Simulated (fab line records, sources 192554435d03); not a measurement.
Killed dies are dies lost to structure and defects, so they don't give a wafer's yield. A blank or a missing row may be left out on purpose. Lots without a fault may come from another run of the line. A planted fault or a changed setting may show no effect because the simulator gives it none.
Chamber matching | flow n5_finfet | N5_BEOL_M14_ETCH_68 on rie_diel-04: 4 sister chambers
The step etches SOC in N2/H2, time 450 s. 4 wafers are shown with their chamber, then 8 later ones without.

WAFERS WITH THEIR CHAMBER
wafer  | chamber | showerhead_plenum_p_Torr (Torr)
L081.3 | 2       | 2.40
L081.4 | 0       | 2.52
L083.4 | 1       | 2.58
L092.1 | 3       | 2.68

WAFERS WITHOUT THEIR CHAMBER
wafer  | showerhead_plenum_p_Torr (Torr)
L092.2 | 2.71
L092.6 | 2.57
L091.1 | 2.51
L091.2 | 2.71
L091.6 | 2.68
L095.2 | 2.68
L095.5 | 2.68
L095.6 | 2.70

WHICH CHAMBER EACH WENT THROUGH
wafer  | from the rows above | in truth
L092.2 | 3                   | 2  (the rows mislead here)
L092.6 | 1                   | 1
L091.1 | 0                   | 0
L091.2 | 3                   | 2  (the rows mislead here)
L091.6 | 3                   | 3
L095.2 | 3                   | 3
L095.5 | 3                   | 3
L095.6 | 3                   | 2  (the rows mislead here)
Placed correctly: 5 of 8. Can't be placed from these rows: 0. Placed wrongly: 3.
How it was worked out, from the rows above alone: a wafer's distance from a chamber is the root of the sum, over the readings, of the square of ((its reading less the chamber's mean) divided by the reading's scatter). The wafer belongs to the nearest chamber; if the next one is less than 2 further off, it can't be placed. A chamber's mean is the mean of its shown wafers. The scatter: with one shown wafer a chamber, the root of the mean of the squares of how far each hidden wafer lies from its nearest shown one.
